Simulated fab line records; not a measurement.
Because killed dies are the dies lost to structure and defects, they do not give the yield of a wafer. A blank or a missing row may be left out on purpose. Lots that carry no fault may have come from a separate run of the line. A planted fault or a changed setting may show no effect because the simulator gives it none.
Which of the tools did it? + flow nand_harc + 23 lots with 69 wafers sampled at 6 steps, on a route of 1302 steps

WHAT THE GAUGES READ, wafer by wafer
No reading from a measuring or inspecting step in the record can be judged against a usual standard deviation.

EACH LOT AND THE TOOL THAT RAN IT (in order: tool; ch and the chambers of the sampled wafers; start)
| lot  | NHARC_A_STAIRCASE_TRIM_22                     | NHARC_A_STAIRCASE_ETCH_188                    | NHARC_A_STAIRCASE_TRIM_200                    | NHARC_A_STAIRCASE_TRIM_220         | NHARC_A_STAIRCASE_TRIM_224                    | NHARC_A_STAIRCASE_STRIP_254          |
|------|-----------------------------------------------|-----------------------------------------------|-----------------------------------------------|------------------------------------|-----------------------------------------------|--------------------------------------|
| L074 | rie_diel-01 ch 0,2, day 15 17:59 or earlier   | rie_diel-01 ch 0,2,3, day 15 17:59 or earlier | rie_diel-07 ch 0,1,3, day 15 17:59 or earlier | rie_diel-13 ch 0,3, day 15 17:59   | rie_diel-13 ch 1,2,3, day 15 21:46 or earlier | plasma_asher-01 ch 0,1, day 15 21:46 |
| L075 | rie_diel-01 ch 1,3, day 16 11:46 or earlier   | rie_diel-13 ch 1,2, day 16 11:46 or earlier   | rie_diel-01 ch 0,1,2, day 16 11:46 or earlier | rie_diel-01 ch 1,2,3, day 16 11:46 | rie_diel-01 ch 0,3, day 16 15:30 or earlier   | plasma_asher-02 ch 0,1, day 16 15:30 |
| L076 | rie_diel-01 ch 0,1,2, day 16 12:02 or earlier | rie_diel-07 ch 0,1,2, day 16 12:02 or earlier | rie_diel-07 ch 0,1,3, day 16 12:02 or earlier | rie_diel-13 ch 0,1,3, day 16 12:02 | rie_diel-13 ch 2,3, day 16 15:52 or earlier   | plasma_asher-01 ch 0,1, day 16 15:52 |
| L077 | rie_diel-13 ch 1,2, day 17 11:56 or earlier   | rie_diel-07 ch 0,1,2, day 17 11:56 or earlier | rie_diel-01 ch 0,2,3, day 17 11:56 or earlier | rie_diel-07 ch 1,2, day 17 11:56   | rie_diel-07 ch 0,1, day 17 15:50 or earlier   | plasma_asher-02 ch 0,1, day 17 15:50 |
| L078 | rie_diel-07 ch 0,1,3, day 17 12:10 or earlier | rie_diel-07 ch 2,3, day 17 12:10 or earlier   | rie_diel-01 ch 0,2,3, day 17 12:10 or earlier | rie_diel-01 ch 0,2,3, day 17 12:10 | rie_diel-01 ch 0,2,3, day 17 16:31 or earlier | plasma_asher-01 ch 0,1, day 17 16:31 |
| L079 | rie_diel-01 ch 1,2,3, day 17 21:59 or earlier | rie_diel-07 ch 0,3, day 17 21:59 or earlier   | rie_diel-13 ch 0,1,3, day 17 21:59 or earlier | rie_diel-13 ch 0,1,3, day 17 21:59 | rie_diel-13 ch 0,2, day 18 01:43 or earlier   | plasma_asher-01 ch 0,1, day 18 01:43 |
| L081 | rie_diel-13 ch 1,2,3, day 18 21:41 or earlier | rie_diel-07 ch 0,2,3, day 18 21:41 or earlier | rie_diel-01 ch 0,2,3, day 18 21:41 or earlier | rie_diel-01 ch 1,3, day 18 21:41   | rie_diel-01 ch 0,2,3, day 19 01:35 or earlier | plasma_asher-01 ch 0,1, day 19 01:35 |
| L080 | rie_diel-01 ch 2,3, day 18 23:48 or earlier   | rie_diel-13 ch 0,3, day 18 23:48 or earlier   | rie_diel-13 ch 0,1,3, day 18 23:48 or earlier | rie_diel-13 ch 1,2,3, day 18 23:48 | rie_diel-13 ch 0,1,2, day 19 03:41 or earlier | plasma_asher-02 ch 0,1, day 19 03:41 |
| L082 | rie_diel-07 ch 1,3, day 19 03:20 or earlier   | rie_diel-01 ch 0,2,3, day 19 03:20 or earlier | rie_diel-07 ch 0,1,3, day 19 03:20 or earlier | rie_diel-13 ch 0,3, day 19 03:20   | rie_diel-13 ch 1,2,3, day 19 07:08 or earlier | plasma_asher-02 ch 0,1, day 19 07:08 |
| L084 | rie_diel-07 ch 1,2,3, day 20 04:32 or earlier | rie_diel-07 ch 1,2,3, day 20 04:32 or earlier | rie_diel-13 ch 0,1,2, day 20 04:32 or earlier | rie_diel-01 ch 0,1,3, day 20 04:32 | rie_diel-01 ch 1,2,3, day 20 08:20 or earlier | plasma_asher-01 ch 0,1, day 20 08:20 |
| L083 | rie_diel-01 ch 2,3, day 20 05:09 or earlier   | rie_diel-01 ch 0,1,3, day 20 05:09 or earlier | rie_diel-01 ch 0,2,3, day 20 05:09 or earlier | rie_diel-13 ch 1,3, day 20 05:09   | rie_diel-13 ch 1,2,3, day 20 08:59 or earlier | plasma_asher-01 ch 0,1, day 20 08:59 |
| L085 | rie_diel-07 ch 1,3, day 20 07:43 or earlier   | rie_diel-13 ch 0,1, day 20 07:43 or earlier   | rie_diel-07 ch 0,1,3, day 20 07:43 or earlier | rie_diel-13 ch 2,3, day 20 07:43   | rie_diel-13 ch 1,2,3, day 20 11:26 or earlier | plasma_asher-01 ch 0,1, day 20 11:26 |
| L086 | rie_diel-13 ch 0,1,3, day 21 02:35 or earlier | rie_diel-13 ch 0,2,3, day 21 02:35 or earlier | rie_diel-01 ch 0,2, day 21 02:35 or earlier   | rie_diel-13 ch 2,3, day 21 02:35   | rie_diel-13 ch 0,1,3, day 21 06:34 or earlier | plasma_asher-01 ch 0, day 21 06:34   |
| L087 | rie_diel-01 ch 1,2,3, day 21 09:11 or earlier | rie_diel-13 ch 0,2, day 21 09:11 or earlier   | rie_diel-07 ch 0,1,2, day 21 09:11 or earlier | rie_diel-07 ch 1,2, day 21 09:11   | rie_diel-07 ch 1,3, day 21 12:53 or earlier   | plasma_asher-02 ch 0,1, day 21 12:53 |
| L089 | rie_diel-07 ch 1,2,3, day 22 01:30 or earlier | rie_diel-07 ch 1,3, day 22 01:30 or earlier   | rie_diel-07 ch 0,1,2, day 22 01:30 or earlier | rie_diel-13 ch 1,2, day 22 01:30   | rie_diel-13 ch 0,1,3, day 22 05:33 or earlier | plasma_asher-02 ch 0,1, day 22 05:33 |
| L088 | rie_diel-07 ch 2,3, day 22 15:43 or earlier   | rie_diel-13 ch 0,1,3, day 22 15:43 or earlier | rie_diel-01 ch 1,2,3, day 22 15:43 or earlier | rie_diel-01 ch 0,1, day 22 15:43   | rie_diel-01 ch 0,1, day 22 19:48 or earlier   | plasma_asher-02 ch 0,1, day 22 19:48 |
| L090 | rie_diel-13 ch 0,2,3, day 22 16:22 or earlier | rie_diel-07 ch 1,2,3, day 22 16:22 or earlier | rie_diel-01 ch 0,1,2, day 22 16:22 or earlier | rie_diel-01 ch 0,1,2, day 22 16:22 | rie_diel-01 ch 0,2,3, day 22 20:33 or earlier | plasma_asher-02 ch 0,1, day 22 20:33 |
| L091 | rie_diel-01 ch 0,1, day 22 16:14 or earlier   | rie_diel-01 ch 0,2, day 22 16:14 or earlier   | rie_diel-07 ch 0,2,3, day 22 16:14 or earlier | rie_diel-07 ch 0,1,2, day 22 16:14 | rie_diel-07 ch 0,2, day 22 20:16 or earlier   | plasma_asher-02 ch 0,1, day 22 20:16 |
| L092 | rie_diel-07 ch 0,2, day 23 08:52 or earlier   | rie_diel-01 ch 1,2, day 23 08:52 or earlier   | rie_diel-01 ch 0,1,3, day 23 08:52 or earlier | rie_diel-13 ch 1,2, day 23 08:52   | rie_diel-13 ch 2,3, day 23 12:52 or earlier   | plasma_asher-01 ch 0,1, day 23 12:52 |
| L094 | rie_diel-07 ch 0,2, day 24 14:13 or earlier   | rie_diel-13 ch 0,1,3, day 24 14:13 or earlier | rie_diel-13 ch 0,1,3, day 24 14:13 or earlier | rie_diel-07 ch 0,1,2, day 24 14:13 | rie_diel-07 ch 0,2,3, day 24 18:03 or earlier | plasma_asher-01 ch 1, day 24 18:03   |
| L096 | rie_diel-07 ch 1,2,3, day 25 03:55 or earlier | rie_diel-13 ch 0,1,3, day 25 03:55 or earlier | rie_diel-13 ch 0,1,3, day 25 03:55 or earlier | rie_diel-13 ch 0,1,3, day 25 03:55 | rie_diel-13 ch 0,3, day 25 10:06 or earlier   | plasma_asher-01 ch 0,1, day 25 10:06 |
| L095 | rie_diel-01 ch 2,3, day 25 02:17 or earlier   | rie_diel-01 ch 0,1,3, day 25 02:17 or earlier | rie_diel-01 ch 1,3, day 25 02:17 or earlier   | rie_diel-13 ch 0,1,3, day 25 02:17 | rie_diel-13 ch 0,1,3, day 25 08:25 or earlier | plasma_asher-02 ch 0,1, day 25 08:25 |
| L097 | rie_diel-07 ch 0,2,3, day 25 15:58 or earlier | rie_diel-01 ch 0,2,3, day 25 15:58 or earlier | rie_diel-01 ch 0,2,3, day 25 15:58 or earlier | rie_diel-13 ch 0,2, day 25 15:58   | rie_diel-13 ch 0,1,3, day 25 20:22 or earlier | plasma_asher-02 ch 0,1, day 25 20:22 |
- NHARC_A_STAIRCASE_TRIM_22: chemistry O2, time 211.2 s.
- NHARC_A_STAIRCASE_ETCH_188: etches the open film in C4F8/O2, target depth 100 nm, time 40.5 s.
- NHARC_A_STAIRCASE_TRIM_200: chemistry O2, time 211.2 s.
- NHARC_A_STAIRCASE_TRIM_220: chemistry O2, time 211.2 s.
- NHARC_A_STAIRCASE_TRIM_224: chemistry O2, time 211.2 s.
- NHARC_A_STAIRCASE_STRIP_254: strips in O2.

AS READ BY THE TOOLS THEMSELVES (means over the sampled wafers that have a number; for cases with no such wafer, the mark the record gives instead)
NHARC_A_STAIRCASE_TRIM_22.
| lot  | tool        | drypump_motor_current_A (A) | oes_product_au (a.u.) | rf_vpp_V (V) | showerhead_plenum_p_Torr (Torr) | throttle_valve_pct (%) |
|------|-------------|-----------------------------|-----------------------|--------------|---------------------------------|------------------------|
| L074 | rie_diel-01 | 6.0                         | 1.007                 | 57.9         | 3.46                            | 17.036                 |
| L075 | rie_diel-01 | 5.1                         | 1.003                 | 57.0         | 3.49                            | 17.035                 |
| L076 | rie_diel-01 | 5.5                         | 1.008                 | 58.1         | 3.48                            | 17.038                 |
| L077 | rie_diel-13 | 5.8                         | 0.993                 | 58.2         | 3.45                            | 17.035                 |
| L078 | rie_diel-07 | 5.6                         | 1.010                 | 58.4         | 3.59                            | 17.035                 |
| L079 | rie_diel-01 | 5.2                         | 1.005                 | 57.2         | 3.50                            | 17.042                 |
| L081 | rie_diel-13 | 5.9                         | 0.994                 | 57.5         | 3.45                            | 17.035                 |
| L080 | rie_diel-01 | 5.4                         | 1.004                 | 57.6         | 3.50                            | 17.037                 |
| L082 | rie_diel-07 | 5.9                         | 1.021                 | 56.7         | 3.57                            | 17.046                 |
| L084 | rie_diel-07 | 5.8                         | 1.007                 | 58.2         | 3.51                            | 17.041                 |
| L083 | rie_diel-01 | 5.5                         | 1.011                 | 58.1         | 3.48                            | 17.024                 |
| L085 | rie_diel-07 | 5.8                         | 1.013                 | 58.6         | 3.56                            | 17.026                 |
| L086 | rie_diel-13 | 5.8                         | 0.993                 | 57.9         | 3.48                            | 17.037                 |
| L087 | rie_diel-01 | 5.2                         | 1.004                 | 58.0         | 3.48                            | 17.034                 |
| L089 | rie_diel-07 | 5.8                         | 1.004                 | 57.5         | 3.51                            | 17.042                 |
| L088 | rie_diel-07 | 5.8                         | 1.004                 | 57.9         | 3.45                            | 17.028                 |
| L090 | rie_diel-13 | 5.9                         | 0.984                 | 58.1         | 3.47                            | 17.032                 |
| L091 | rie_diel-01 | 5.8                         | 1.022                 | 57.7         | 3.42                            | 17.038                 |
| L092 | rie_diel-07 | 6.0                         | 1.009                 | 57.8         | 3.50                            | 17.039                 |
| L094 | rie_diel-07 | 6.0                         | 1.002                 | 57.2         | 3.50                            | 17.038                 |
| L096 | rie_diel-07 | 5.8                         | 1.005                 | 57.3         | 3.49                            | 17.027                 |
| L095 | rie_diel-01 | 5.4                         | 0.999                 | 58.3         | 3.48                            | 17.038                 |
| L097 | rie_diel-07 | 5.6                         | 0.995                 | 57.3         | 3.51                            | 17.036                 |

NHARC_A_STAIRCASE_ETCH_188.
| lot  | tool        | oes_product_au (a.u.) | rf_vpp_V (V) |
|------|-------------|-----------------------|--------------|
| L074 | rie_diel-01 | 0.954                 | 894.3        |
| L075 | rie_diel-13 | 0.957                 | 893.6        |
| L076 | rie_diel-07 | 0.960                 | 898.1        |
| L077 | rie_diel-07 | 0.953                 | 897.7        |
| L078 | rie_diel-07 | 0.939                 | 893.8        |
| L079 | rie_diel-07 | 0.928                 | 899.2        |
| L081 | rie_diel-07 | 0.925                 | 896.4        |
| L080 | rie_diel-13 | 0.962                 | 895.8        |
| L082 | rie_diel-01 | 0.953                 | 893.2        |
| L084 | rie_diel-07 | 0.950                 | 895.0        |
| L083 | rie_diel-01 | 0.958                 | 892.9        |
| L085 | rie_diel-13 | 0.964                 | 895.4        |
| L086 | rie_diel-13 | 0.927                 | 894.2        |
| L087 | rie_diel-13 | 0.928                 | 892.8        |
| L089 | rie_diel-07 | 0.943                 | 896.1        |
| L088 | rie_diel-13 | 0.950                 | 894.0        |
| L090 | rie_diel-07 | 0.925                 | 895.6        |
| L091 | rie_diel-01 | 0.945                 | 893.1        |
| L092 | rie_diel-01 | 0.912                 | 894.2        |
| L094 | rie_diel-13 | 0.948                 | 893.5        |
| L096 | rie_diel-13 | 0.937                 | 893.6        |
| L095 | rie_diel-01 | 0.960                 | 892.2        |
| L097 | rie_diel-01 | 0.938                 | 893.2        |

NHARC_A_STAIRCASE_TRIM_200.
| lot  | tool        | drypump_motor_current_A (A) | oes_product_au (a.u.) | rf_vpp_V (V) | showerhead_plenum_p_Torr (Torr) | throttle_valve_pct (%) |
|------|-------------|-----------------------------|-----------------------|--------------|---------------------------------|------------------------|
| L074 | rie_diel-07 | 5.6                         | 1.012                 | 57.9         | 3.60                            | 17.041                 |
| L075 | rie_diel-01 | 5.5                         | 1.012                 | 57.6         | 3.48                            | 17.032                 |
| L076 | rie_diel-07 | 5.6                         | 1.005                 | 58.5         | 3.60                            | 17.032                 |
| L077 | rie_diel-01 | 5.7                         | 1.015                 | 58.0         | 3.47                            | 17.036                 |
| L078 | rie_diel-01 | 5.7                         | 1.022                 | 57.5         | 3.47                            | 17.041                 |
| L079 | rie_diel-13 | 5.8                         | 1.007                 | 57.5         | 3.49                            | 17.031                 |
| L081 | rie_diel-01 | 5.8                         | 1.015                 | 56.9         | 3.46                            | 17.035                 |
| L080 | rie_diel-13 | 5.8                         | 1.011                 | 57.3         | 3.49                            | 17.038                 |
| L082 | rie_diel-07 | 5.6                         | 1.007                 | 58.6         | 3.59                            | 17.031                 |
| L084 | rie_diel-13 | 5.7                         | 1.004                 | 57.5         | 3.47                            | 17.033                 |
| L083 | rie_diel-01 | 5.7                         | 1.011                 | 57.2         | 3.46                            | 17.042                 |
| L085 | rie_diel-07 | 5.6                         | 1.012                 | 58.0         | 3.58                            | 17.038                 |
| L086 | rie_diel-01 | 5.6                         | 1.010                 | 57.9         | 3.47                            | 17.036                 |
| L087 | rie_diel-07 | 6.0                         | 1.009                 | 58.0         | 3.57                            | 17.036                 |
| L089 | rie_diel-07 | 6.0                         | 1.008                 | 57.9         | 3.56                            | 17.038                 |
| L088 | rie_diel-01 | 5.2                         | 1.008                 | 58.3         | 3.48                            | 17.044                 |
| L090 | rie_diel-01 | 5.5                         | 1.009                 | 58.5         | 3.46                            | 17.022                 |
| L091 | rie_diel-07 | 5.6                         | 1.010                 | 57.7         | 3.52                            | 17.039                 |
| L092 | rie_diel-01 | 5.6                         | 1.001                 | 57.0         | 3.43                            | 17.042                 |
| L094 | rie_diel-13 | 5.8                         | 0.992                 | 58.2         | 3.47                            | 17.039                 |
| L096 | rie_diel-13 | 5.8                         | 0.996                 | 57.5         | 3.46                            | 17.039                 |
| L095 | rie_diel-01 | 5.1                         | 1.007                 | 57.8         | 3.46                            | 17.032                 |
| L097 | rie_diel-01 | 5.7                         | 1.011                 | 57.2         | 3.44                            | 17.047                 |

NHARC_A_STAIRCASE_TRIM_220.
| lot  | tool        | drypump_motor_current_A (A) | oes_product_au (a.u.) | rf_vpp_V (V) | showerhead_plenum_p_Torr (Torr) | throttle_valve_pct (%) |
|------|-------------|-----------------------------|-----------------------|--------------|---------------------------------|------------------------|
| L074 | rie_diel-13 | 5.7                         | 0.983                 | 57.6         | 3.54                            | 17.034                 |
| L075 | rie_diel-01 | 5.2                         | 1.012                 | 58.2         | 3.50                            | 17.035                 |
| L076 | rie_diel-13 | 5.8                         | 1.001                 | 57.2         | 3.50                            | 17.043                 |
| L077 | rie_diel-07 | 6.2                         | 0.999                 | 57.3         | 3.50                            | 17.034                 |
| L078 | rie_diel-01 | 5.8                         | 1.010                 | 57.9         | 3.47                            | 17.036                 |
| L079 | rie_diel-13 | 5.8                         | 1.010                 | 57.9         | 3.49                            | 17.038                 |
| L081 | rie_diel-01 | 5.1                         | 0.991                 | 58.2         | 3.48                            | 17.040                 |
| L080 | rie_diel-13 | 5.9                         | 1.003                 | 57.9         | 3.45                            | 17.035                 |
| L082 | rie_diel-13 | 6.0                         | 0.994                 | 57.1         | 3.50                            | 17.034                 |
| L084 | rie_diel-01 | 5.6                         | 1.013                 | 57.7         | 3.45                            | 17.040                 |
| L083 | rie_diel-13 | 6.1                         | 1.006                 | 57.3         | 3.46                            | 17.041                 |
| L085 | rie_diel-13 | 6.1                         | 0.992                 | 57.8         | 3.46                            | 17.035                 |
| L086 | rie_diel-13 | 6.0                         | 0.988                 | 57.4         | 3.44                            | 17.035                 |
| L087 | rie_diel-07 | 6.2                         | 1.010                 | 58.8         | 3.49                            | 17.038                 |
| L089 | rie_diel-13 | 5.7                         | 1.004                 | 57.8         | 3.42                            | 17.045                 |
| L088 | rie_diel-01 | 5.3                         | 1.003                 | 57.8         | 3.45                            | 17.038                 |
| L090 | rie_diel-01 | 5.4                         | 1.009                 | 57.8         | 3.46                            | 17.036                 |
| L091 | rie_diel-07 | 6.0                         | 1.004                 | 57.9         | 3.56                            | 17.037                 |
| L092 | rie_diel-13 | 5.7                         | 1.000                 | 57.5         | 3.41                            | 17.030                 |
| L094 | rie_diel-07 | 6.0                         | 1.009                 | 58.1         | 3.55                            | 17.033                 |
| L096 | rie_diel-13 | 5.8                         | 0.996                 | 58.3         | 3.46                            | 17.036                 |
| L095 | rie_diel-13 | 5.8                         | 0.998                 | 57.7         | 3.46                            | 17.024                 |
| L097 | rie_diel-13 | 5.5                         | 0.991                 | 58.6         | 3.49                            | 17.044                 |

NHARC_A_STAIRCASE_TRIM_224.
| lot  | tool        | drypump_motor_current_A (A) | oes_product_au (a.u.) | rf_vpp_V (V) | showerhead_plenum_p_Torr (Torr) | throttle_valve_pct (%) |
|------|-------------|-----------------------------|-----------------------|--------------|---------------------------------|------------------------|
| L074 | rie_diel-13 | 5.9                         | 0.995                 | 57.3         | 3.46                            | 17.047                 |
| L075 | rie_diel-01 | 5.8                         | 1.005                 | 57.5         | 3.46                            | 17.045                 |
| L076 | rie_diel-13 | 6.1                         | 0.996                 | 56.9         | 3.48                            | 17.034                 |
| L077 | rie_diel-07 | 6.1                         | 1.012                 | 57.3         | 3.63                            | 17.037                 |
| L078 | rie_diel-01 | 5.7                         | 1.019                 | 57.8         | 3.47                            | 17.047                 |
| L079 | rie_diel-13 | 5.5                         | 0.992                 | 57.5         | 3.52                            | 17.033                 |
| L081 | rie_diel-01 | 5.7                         | 1.011                 | 57.7         | 3.46                            | 17.025                 |
| L080 | rie_diel-13 | 5.7                         | 1.005                 | 58.1         | 3.47                            | 17.042                 |
| L082 | rie_diel-13 | 5.9                         | 1.012                 | 58.4         | 3.45                            | 17.037                 |
| L084 | rie_diel-01 | 5.2                         | 1.001                 | 58.0         | 3.49                            | 17.035                 |
| L083 | rie_diel-13 | 5.9                         | 1.001                 | 57.3         | 3.44                            | 17.049                 |
| L085 | rie_diel-13 | 5.9                         | 1.007                 | 57.5         | 3.44                            | 17.036                 |
| L086 | rie_diel-13 | 5.8                         | 1.008                 | 57.3         | 3.48                            | 17.041                 |
| L087 | rie_diel-07 | 5.4                         | 1.011                 | 57.6         | 3.53                            | 17.034                 |
| L089 | rie_diel-13 | 5.8                         | 0.996                 | 58.7         | 3.47                            | 17.034                 |
| L088 | rie_diel-01 | 5.8                         | 1.026                 | 58.3         | 3.42                            | 17.033                 |
| L090 | rie_diel-01 | 5.7                         | 1.015                 | 56.9         | 3.45                            | 17.034                 |
| L091 | rie_diel-07 | 5.7                         | 0.999                 | 58.0         | 3.58                            | 17.023                 |
| L092 | rie_diel-13 | 6.0                         | 0.987                 | 57.9         | 3.43                            | 17.038                 |
| L094 | rie_diel-07 | 5.6                         | 1.005                 | 57.2         | 3.51                            | 17.032                 |
| L096 | rie_diel-13 | 5.6                         | 0.982                 | 57.8         | 3.50                            | 17.040                 |
| L095 | rie_diel-13 | 5.8                         | 0.989                 | 58.0         | 3.46                            | 17.036                 |
| L097 | rie_diel-13 | 5.8                         | 0.997                 | 57.2         | 3.46                            | 17.038                 |

NHARC_A_STAIRCASE_STRIP_254.
| lot  | tool            | drypump_motor_current_A (A) | heater_power_w (W) |
|------|-----------------|-----------------------------|--------------------|
| L074 | plasma_asher-01 | 5.2                         | 332                |
| L075 | plasma_asher-02 | 6.0                         | 349                |
| L076 | plasma_asher-01 | 5.3                         | 343                |
| L077 | plasma_asher-02 | 5.9                         | 315                |
| L078 | plasma_asher-01 | 5.3                         | 346                |
| L079 | plasma_asher-01 | 5.2                         | 326                |
| L081 | plasma_asher-01 | 5.2                         | 345                |
| L080 | plasma_asher-02 | 5.9                         | 310                |
| L082 | plasma_asher-02 | 6.0                         | 335                |
| L084 | plasma_asher-01 | 5.2                         | 330                |
| L083 | plasma_asher-01 | 5.3                         | 348                |
| L085 | plasma_asher-01 | 5.2                         | 332                |
| L086 | plasma_asher-01 | 5.3                         | 352                |
| L087 | plasma_asher-02 | 6.0                         | 339                |
| L089 | plasma_asher-02 | 6.0                         | 341                |
| L088 | plasma_asher-02 | 5.9                         | 310                |
| L090 | plasma_asher-02 | 5.9                         | 307                |
| L091 | plasma_asher-02 | 6.0                         | 342                |
| L092 | plasma_asher-01 | 5.3                         | 325                |
| L094 | plasma_asher-01 | 5.2                         | 311                |
| L096 | plasma_asher-01 | 5.3                         | 327                |
| L095 | plasma_asher-02 | 6.0                         | 339                |
| L097 | plasma_asher-02 | 6.0                         | 342                |

THE ANSWER, worked out from the rows above alone
Rule: the lots themselves supply what counts as usual. Put in order of their means at a reading, lots are off if they are a third of the lots or fewer, leave a main group of 4 or more, and stand apart from it by a gap of 3 or more times the standard deviation of the main group's means; of several such gaps the widest counts. The tables above print the reading to a certain number of digits; a main group whose means all agree to those digits is not used. Also off: a lot with no number at a reading for which 4 or more lots have one. Any other lot the step has rows for is counted as sound. After the gauges, taken in route order, come the tools' own readings; for these a lot's mean is taken, as printed above. At the first step where some lot is off, the reading lying furthest off is the one used; lots without a number count as furthest.
None of the lots is off at any reading shown; this tells nothing.

WHAT HAD BEEN PUT IN BY THE SIMULATOR
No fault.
